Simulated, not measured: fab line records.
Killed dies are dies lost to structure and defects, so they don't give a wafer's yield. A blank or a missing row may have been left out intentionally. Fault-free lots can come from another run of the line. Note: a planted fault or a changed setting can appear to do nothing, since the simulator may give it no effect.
Which tool is to blame? / flow n5Finfet / 10 lots, 29 wafers sampled, at 5 steps of a route of 1938

== WHAT THE GAUGES READ, wafer by wafer ==
N5_BEOL_M4_RC_MEAS_101.
lot=L407; measured=day 7 18:26; on=prober-02; DIBL_N (mV/V)=37.9 38.2 37.5; DIBL_P (mV/V)=38.3 39.7 38.2; IOFF_N (nA/um)=0.19 0.21 0.19; IOFF_P (nA/um)=0.27 0.31 0.27; ION_N (uA/um)=683 705 688; ION_P (uA/um)=472 484 470; SS_N (mV/dec)=71.8 71.7 71.7; SS_P (mV/dec)=74.1 74.4 74.0; VT_N (mV)=247 245 245; VT_P (mV)=-245 -244 -246
lot=L409; measured=day 8 06:11; on=prober-01; DIBL_N (mV/V)=33.5 37.7 34.6; DIBL_P (mV/V)=31.3 36.1 32.5; IOFF_N (nA/um)=0.11 0.17 0.13; IOFF_P (nA/um)=0.14 0.20 0.15; ION_N (uA/um)=649 662 664; ION_P (uA/um)=443 455 452; SS_N (mV/dec)=70.3 72.0 71.9; SS_P (mV/dec)=72.5 73.5 72.4; VT_N (mV)=254 253 253; VT_P (mV)=-258 -252 -256
lot=L411; measured=day 8 18:02; on=prober-02; DIBL_N (mV/V)=36.8 35.1 34.9; DIBL_P (mV/V)=36.4 34.4 34.6; IOFF_N (nA/um)=0.15 0.13 0.13; IOFF_P (nA/um)=0.20 0.18 0.18; ION_N (uA/um)=654 664 668; ION_P (uA/um)=452 455 459; SS_N (mV/dec)=72.1 70.7 71.4; SS_P (mV/dec)=73.0 72.6 73.1; VT_N (mV)=254 253 253; VT_P (mV)=-254 -253 -253
lot=L413; measured=day 9 06:25; on=prober-02; DIBL_N (mV/V)=39.9 38.3 37.1; DIBL_P (mV/V)=40.2 37.8 35.9; IOFF_N (nA/um)=0.22 0.18 0.17; IOFF_P (nA/um)=0.26 0.23 0.21; ION_N (uA/um)=692 689 701; ION_P (uA/um)=471 473 477; SS_N (mV/dec)=72.2 71.7 71.5; SS_P (mV/dec)=75.1 73.6 74.6; VT_N (mV)=247 247 246; VT_P (mV)=-246 -246 -248
lot=L415; measured=day 9 10:14; on=prober-01; DIBL_N (mV/V)=33.6 36.4 35.0; DIBL_P (mV/V)=31.7 35.0 34.1; IOFF_N (nA/um)=0.10 0.14 0.12; IOFF_P (nA/um)=0.16 0.21 0.20; ION_N (uA/um)=667 675 663; ION_P (uA/um)=464 462 462; SS_N (mV/dec)=70.8 72.4 70.9; SS_P (mV/dec)=71.8 72.9 72.1; VT_N (mV)=257 252 255; VT_P (mV)=-254 -248 -249
lot=L427; measured=day 13 01:41; on=prober-01; DIBL_N (mV/V)=35.2 35.7 37.2; DIBL_P (mV/V)=36.5 36.8 39.7; IOFF_N (nA/um)=0.14 0.16 0.19; IOFF_P (nA/um)=0.17 0.18 0.22; ION_N (uA/um)=678 681 698; ION_P (uA/um)=458 457 471; SS_N (mV/dec)=70.4 71.7 72.5; SS_P (mV/dec)=72.9 73.2 73.5; VT_N (mV)=248 248 246; VT_P (mV)=-257 -254 -250
lot=L423; measured=day 13 07:18; on=prober-02; DIBL_N (mV/V)=39.3 36.0 36.2; DIBL_P (mV/V)=40.2 35.6 36.0; IOFF_N (nA/um)=0.22 0.15 0.15; IOFF_P (nA/um)=0.29 0.19 0.20; ION_N (uA/um)=696 694 686; ION_P (uA/um)=484 475 472; SS_N (mV/dec)=72.3 70.8 71.5; SS_P (mV/dec)=74.4 73.4 73.3; VT_N (mV)=246 249 249; VT_P (mV)=-245 -251 -252
lot=L424; measured=day 14 01:24; on=prober-01; DIBL_N (mV/V)=38.9 36.9 37.8; DIBL_P (mV/V)=37.9 34.5 36.4; IOFF_N (nA/um)=0.18 0.15 0.15; IOFF_P (nA/um)=0.24 0.19 0.22; ION_N (uA/um)=673 673 648; ION_P (uA/um)=462 456 451; SS_N (mV/dec)=71.4 71.2 72.2; SS_P (mV/dec)=74.0 73.6 74.2; VT_N (mV)=248 249 253; VT_P (mV)=-249 -252 -252
lot=L420; measured=day 14 08:04; on=prober-02; DIBL_N (mV/V)=37.1 37.9 36.8; DIBL_P (mV/V)=36.4 38.7 35.7; IOFF_N (nA/um)=0.16 0.19 0.15; IOFF_P (nA/um)=0.20 0.26 0.21; ION_N (uA/um)=672 674 676; ION_P (uA/um)=461 468 469; SS_N (mV/dec)=72.1 71.9 71.6; SS_P (mV/dec)=73.9 74.0 73.9; VT_N (mV)=255 250 251; VT_P (mV)=-252 -248 -250
lot=L426; measured=day 14 09:01; on=prober-01; DIBL_N (mV/V)=36.4 36.8; DIBL_P (mV/V)=36.4 38.3; IOFF_N (nA/um)=0.18 0.19; IOFF_P (nA/um)=0.21 0.24; ION_N (uA/um)=668 685; ION_P (uA/um)=460 466; SS_N (mV/dec)=72.1 71.9; SS_P (mV/dec)=73.0 74.0; VT_N (mV)=249 247; VT_P (mV)=-249 -248

== WHAT TOOL EACH LOT RAN ON (gives the tool, then ch and the chambers of the sampled wafers, and finally the start) ==
lot=L407; N5_BEOL_M2_STRIP_97=rieDiel-02 ch 0,3, day 6 20:04 or earlier; N5_BEOL_M2_CVD_47=cvdCo-02 ch 0,1,2, day 6 20:04; N5_BEOL_M2_SPUTTER_48=pvdSputter-02, day 6 20:14; N5_BEOL_M2_ANNEAL_49=pvdSputter-02, day 6 20:20
lot=L409; N5_BEOL_M2_STRIP_97=rieDiel-02 ch 0,2,3, day 7 08:02 or earlier; N5_BEOL_M2_CVD_47=cvdCo-01 ch 1,2, day 7 08:02; N5_BEOL_M2_SPUTTER_48=pvdSputter-01, day 7 08:14; N5_BEOL_M2_ANNEAL_49=pvdSputter-01, day 7 08:19
lot=L411; N5_BEOL_M2_STRIP_97=rieDiel-02 ch 0,2,3, day 7 19:19 or earlier; N5_BEOL_M2_CVD_47=cvdCo-02 ch 0,1, day 7 19:19; N5_BEOL_M2_SPUTTER_48=pvdSputter-01, day 7 21:18; N5_BEOL_M2_ANNEAL_49=pvdSputter-01, day 7 21:23
lot=L413; N5_BEOL_M2_STRIP_97=rieDiel-03 ch 0,1,2, day 8 05:43 or earlier; N5_BEOL_M2_CVD_47=cvdCo-01 ch 0,1,2, day 8 05:43; N5_BEOL_M2_SPUTTER_48=pvdSputter-03, day 8 05:56; N5_BEOL_M2_ANNEAL_49=pvdSputter-03, day 8 06:01
lot=L415; N5_BEOL_M2_STRIP_97=rieDiel-03 ch 0,1,3, day 8 10:58 or earlier; N5_BEOL_M2_CVD_47=cvdCo-01 ch 0,1,2, day 8 10:58; N5_BEOL_M2_SPUTTER_48=pvdSputter-03, day 8 11:08; N5_BEOL_M2_ANNEAL_49=pvdSputter-03, day 8 11:13
lot=L427; N5_BEOL_M2_STRIP_97=rieDiel-03 ch 0,1,2, day 11 23:31 or earlier; N5_BEOL_M2_CVD_47=cvdCo-02 ch 0,1,2, day 11 23:31; N5_BEOL_M2_SPUTTER_48=pvdSputter-02, day 11 23:41; N5_BEOL_M2_ANNEAL_49=pvdSputter-02, day 11 23:46
lot=L423; N5_BEOL_M2_STRIP_97=rieDiel-02 ch 0,1, day 12 01:45 or earlier; N5_BEOL_M2_CVD_47=cvdCo-01 ch 0,1, day 12 01:45; N5_BEOL_M2_SPUTTER_48=pvdSputter-01, day 12 01:57; N5_BEOL_M2_ANNEAL_49=pvdSputter-01, day 12 02:02
lot=L424; N5_BEOL_M2_STRIP_97=rieDiel-04 ch 1,2,3, day 12 06:02 or earlier; N5_BEOL_M2_CVD_47=cvdCo-02 ch 0,1,2, day 12 06:02; N5_BEOL_M2_SPUTTER_48=pvdSputter-03, day 12 06:15; N5_BEOL_M2_ANNEAL_49=pvdSputter-03, day 12 06:20
lot=L420; N5_BEOL_M2_STRIP_97=rieDiel-02 ch 1,2,3, day 12 11:13 or earlier; N5_BEOL_M2_CVD_47=cvdCo-01 ch 0,1,2, day 12 11:13; N5_BEOL_M2_SPUTTER_48=pvdSputter-03, day 12 11:27; N5_BEOL_M2_ANNEAL_49=pvdSputter-03, day 12 11:32
lot=L426; N5_BEOL_M2_STRIP_97=rieDiel-04 ch 2,3, day 12 12:03 or earlier; N5_BEOL_M2_CVD_47=cvdCo-01 ch 0,1, day 12 12:03; N5_BEOL_M2_SPUTTER_48=pvdSputter-02, day 12 12:19; N5_BEOL_M2_ANNEAL_49=pvdSputter-02, day 12 12:23
- N5_BEOL_M2_STRIP_97: strips in N2/H2, time 10 s.
- N5_BEOL_M2_CVD_47: deposits Co from CCTBA/H2, target thk 3 nm, time 223.8 s.
- N5_BEOL_M2_SPUTTER_48: material Cu, target thk 4.5 nm, time 8.29 s.
- N5_BEOL_M2_ANNEAL_49: time 240 s.

== AS READ BY THE TOOLS THEMSELVES (means over the sampled wafers that have a number; for cases with no such wafer, the mark the record gives instead) ==
N5_BEOL_M2_STRIP_97.
lot=L407; tool=rieDiel-02; drypumpMotorCurrentA (A)=6.4; oesProductAu (a.u.)=0.86; rfVppV (V)=58.4; showerheadPlenumPTorr (Torr)=2.55; throttleValvePct (%)=23.94
lot=L409; tool=rieDiel-02; drypumpMotorCurrentA (A)=6.3; oesProductAu (a.u.)=0.81; rfVppV (V)=59.5; showerheadPlenumPTorr (Torr)=2.56; throttleValvePct (%)=23.76
lot=L411; tool=rieDiel-02; drypumpMotorCurrentA (A)=6.2; oesProductAu (a.u.)=0.82; rfVppV (V)=59.1; showerheadPlenumPTorr (Torr)=2.56; throttleValvePct (%)=23.76
lot=L413; tool=rieDiel-03; drypumpMotorCurrentA (A)=5.6; oesProductAu (a.u.)=0.76; rfVppV (V)=59.2; showerheadPlenumPTorr (Torr)=2.49; throttleValvePct (%)=23.74
lot=L415; tool=rieDiel-03; drypumpMotorCurrentA (A)=5.7; oesProductAu (a.u.)=0.80; rfVppV (V)=59.7; showerheadPlenumPTorr (Torr)=2.55; throttleValvePct (%)=23.53
lot=L427; tool=rieDiel-03; drypumpMotorCurrentA (A)=5.6; oesProductAu (a.u.)=0.83; rfVppV (V)=60.5; showerheadPlenumPTorr (Torr)=2.59; throttleValvePct (%)=23.70
lot=L423; tool=rieDiel-02; drypumpMotorCurrentA (A)=6.3; oesProductAu (a.u.)=0.75; rfVppV (V)=59.9; showerheadPlenumPTorr (Torr)=2.51; throttleValvePct (%)=23.86
lot=L424; tool=rieDiel-04; drypumpMotorCurrentA (A)=6.0; oesProductAu (a.u.)=0.79; rfVppV (V)=58.7; showerheadPlenumPTorr (Torr)=2.47; throttleValvePct (%)=23.53
lot=L420; tool=rieDiel-02; drypumpMotorCurrentA (A)=6.2; oesProductAu (a.u.)=0.82; rfVppV (V)=60.5; showerheadPlenumPTorr (Torr)=2.64; throttleValvePct (%)=23.69
lot=L426; tool=rieDiel-04; drypumpMotorCurrentA (A)=5.8; oesProductAu (a.u.)=0.77; rfVppV (V)=59.5; showerheadPlenumPTorr (Torr)=2.42; throttleValvePct (%)=23.54

N5_BEOL_M2_CVD_47.
lot=L407; tool=cvdCo-02; runLengthS (s)=246.8
lot=L409; tool=cvdCo-01; runLengthS (s)=246.4
lot=L411; tool=cvdCo-02; runLengthS (s)=246.6
lot=L413; tool=cvdCo-01; runLengthS (s)=246.7
lot=L415; tool=cvdCo-01; runLengthS (s)=246.4
lot=L427; tool=cvdCo-02; runLengthS (s)=246.7
lot=L423; tool=cvdCo-01; runLengthS (s)=247.9
lot=L424; tool=cvdCo-02; runLengthS (s)=246.8
lot=L420; tool=cvdCo-01; runLengthS (s)=248.1
lot=L426; tool=cvdCo-01; runLengthS (s)=248.8

N5_BEOL_M2_SPUTTER_48.
lot=L407; tool=pvdSputter-02; throttleValvePct (%)=28.9
lot=L409; tool=pvdSputter-01; throttleValvePct (%)=30.6
lot=L411; tool=pvdSputter-01; throttleValvePct (%)=30.6
lot=L413; tool=pvdSputter-03; throttleValvePct (%)=29.4
lot=L415; tool=pvdSputter-03; throttleValvePct (%)=30.3
lot=L427; tool=pvdSputter-02; throttleValvePct (%)=29.4
lot=L423; tool=pvdSputter-01; throttleValvePct (%)=30.3
lot=L424; tool=pvdSputter-03; throttleValvePct (%)=29.4
lot=L420; tool=pvdSputter-03; throttleValvePct (%)=29.4
lot=L426; tool=pvdSputter-02; throttleValvePct (%)=28.6

N5_BEOL_M2_ANNEAL_49.
lot=L407; tool=pvdSputter-02; heaterPowerW (W)=816
lot=L409; tool=pvdSputter-01; heaterPowerW (W)=796
lot=L411; tool=pvdSputter-01; heaterPowerW (W)=813
lot=L413; tool=pvdSputter-03; heaterPowerW (W)=851
lot=L415; tool=pvdSputter-03; heaterPowerW (W)=855
lot=L427; tool=pvdSputter-02; heaterPowerW (W)=802
lot=L423; tool=pvdSputter-01; heaterPowerW (W)=790
lot=L424; tool=pvdSputter-03; heaterPowerW (W)=862
lot=L420; tool=pvdSputter-03; heaterPowerW (W)=844
lot=L426; tool=pvdSputter-02; heaterPowerW (W)=806

== THE ANSWER, worked out from the rows above alone ==
Rule: what is usual is taken from the lots themselves. The widest of any qualifying gaps counts: lots, ordered by their means at a reading, are off when they make up no more than a third of the lots, leave a main group of 4 or more, and stand apart from it by 3 or more times the standard deviation of that group's means. If all means in a main group match to the digits the tables above print for the reading, that group is not used. Also off: a lot with no number at a reading for which 4 or more lots have one. Where the step has rows for the other lots, those lots are counted as sound. After the gauges, taken in route order, come the tools' own readings; for these a lot's mean is taken, as printed above. The first step at which some lot is off is used, and at that step the reading that is off furthest; a lot without a number counts as furthest.
Off: L423, L420, L426, at N5_BEOL_M2_CVD_47 (runLengthS). Main group: mean 246.6 s, sd 0.16.
If a tool, at that step or one of the process steps before it, ran each lot that is off and ran no sound lot following the first of them, it fits. N5_BEOL_M2_STRIP_97 gives no start for some lots, so the hours and the order of its lots are those of N5_BEOL_M2_CVD_47. One fits: cvdCo-01 at N5_BEOL_M2_CVD_47. Its last sound lot is L415 (day 8 10:58), its first lot that is off L423 (day 12 01:45): a fault that began between those two fits.
The tool's own readings at N5_BEOL_M2_CVD_47 bear it out: on the lots that are off they differ by more than 5 times the standard deviation of the sound lots' means. runLengthS reads 248.3 s there against 246.6 s on the sound lots.

== WHAT HAD BEEN PUT IN BY THE SIMULATOR ==
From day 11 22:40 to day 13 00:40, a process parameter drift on cvdCo-01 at N5_BEOL_M2_CVD_47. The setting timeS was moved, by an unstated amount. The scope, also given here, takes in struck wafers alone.
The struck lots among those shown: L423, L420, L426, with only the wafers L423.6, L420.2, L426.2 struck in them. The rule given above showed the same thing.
